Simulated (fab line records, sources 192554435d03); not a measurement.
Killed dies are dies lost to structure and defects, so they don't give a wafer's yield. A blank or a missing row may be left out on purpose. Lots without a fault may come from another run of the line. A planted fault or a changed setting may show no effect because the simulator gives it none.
Chamber matching | flow n5_finfet | N5_MOL_CONTACT_COAG_ETCHBACK_135 on rie_diel-01: 4 sister chambers
The step etches SiO2 in CHF3, target depth 25 nm, time 16.7 s. 18 wafers are shown with their chamber, then 9 later ones without.

WAFERS WITH THEIR CHAMBER
wafer  | chamber | showerhead_plenum_p_Torr (Torr) | rf_vpp_V (V) | drypump_motor_current_A (A)
L080.1 | 0       | 2.47                            | 548          | 5.8
L080.3 | 3       | 2.46                            | 543          | 5.8
L080.6 | 0       | 2.47                            | 549          | 5.8
L081.4 | 3       | 2.46                            | 544          | 5.8
L081.5 | 3       | 2.46                            | 541          | 5.8
L081.6 | 0       | 2.46                            | 548          | 5.8
L084.1 | 2       | 2.31                            | 481          | 5.1
L084.2 | 3       | 2.46                            | 543          | 5.8
L084.3 | 1       | 2.37                            | 533          | 6.1
L084.4 | 1       | 2.37                            | 532          | 6.1
L084.5 | 3       | 2.46                            | 542          | 5.8
L084.6 | 2       | 2.31                            | 481          | 5.1
L085.1 | 2       | 2.31                            | 480          | 5.1
L085.3 | 1       | 2.37                            | 530          | 6.1
L085.5 | 1       | 2.37                            | 531          | 6.0
L088.1 | 1       | 2.37                            | 530          | 6.0
L088.3 | 3       | 2.46                            | 542          | 5.8
L088.5 | 3       | 2.46                            | 543          | 5.8

SIGNATURES (means of the wafers above)
reading                  | chamber 0 | chamber 1 | chamber 2 | chamber 3 | scatter within a chamber
showerhead_plenum_p_Torr | 2.4667    | 2.3700    | 2.3100    | 2.4600    | 0.00218
rf_vpp_V                 | 548.33    | 531.20    | 480.67    | 542.57    | 0.995
drypump_motor_current_A  | 5.800     | 6.060     | 5.100     | 5.800     | 0.0293
Rule: a wafer's distance from a chamber is the root of the sum, over the readings, of the square of ((its reading less the chamber's mean) divided by the reading's scatter). The wafer belongs to the nearest chamber; if the next one is less than 2 further off, it can't be placed. The scatter: the root of (the sum of the squares of (reading less its chamber's mean) over the shown wafers, divided by (wafers less chambers)).

WAFERS WITHOUT THEIR CHAMBER
wafer  | showerhead_plenum_p_Torr (Torr) | rf_vpp_V (V) | drypump_motor_current_A (A)
L089.1 | 2.46                            | 546          | 5.8
L089.2 | 2.31                            | 479          | 5.2
L089.6 | 2.37                            | 530          | 6.1
L091.1 | 2.45                            | 542          | 5.7
L091.5 | 2.45                            | 542          | 5.8
L091.6 | 2.31                            | 480          | 5.1
L093.2 | 2.36                            | 531          | 6.0
L093.4 | 2.46                            | 547          | 5.8
L093.5 | 2.46                            | 547          | 5.8

WHICH CHAMBER EACH WENT THROUGH
wafer  | from the rows above     | in truth
L089.1 | can't be placed: 3 or 0 | 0
L089.2 | 2                       | 2
L089.6 | 1                       | 1
L091.1 | 3                       | 3
L091.5 | 3                       | 3
L091.6 | 2                       | 2
L093.2 | 1                       | 1
L093.4 | can't be placed: 0 or 3 | 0
L093.5 | can't be placed: 0 or 3 | 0
Placed correctly: 6 of 9. Can't be placed from these rows: 3 (the true chamber is among the candidates in 3). Placed wrongly: 0.
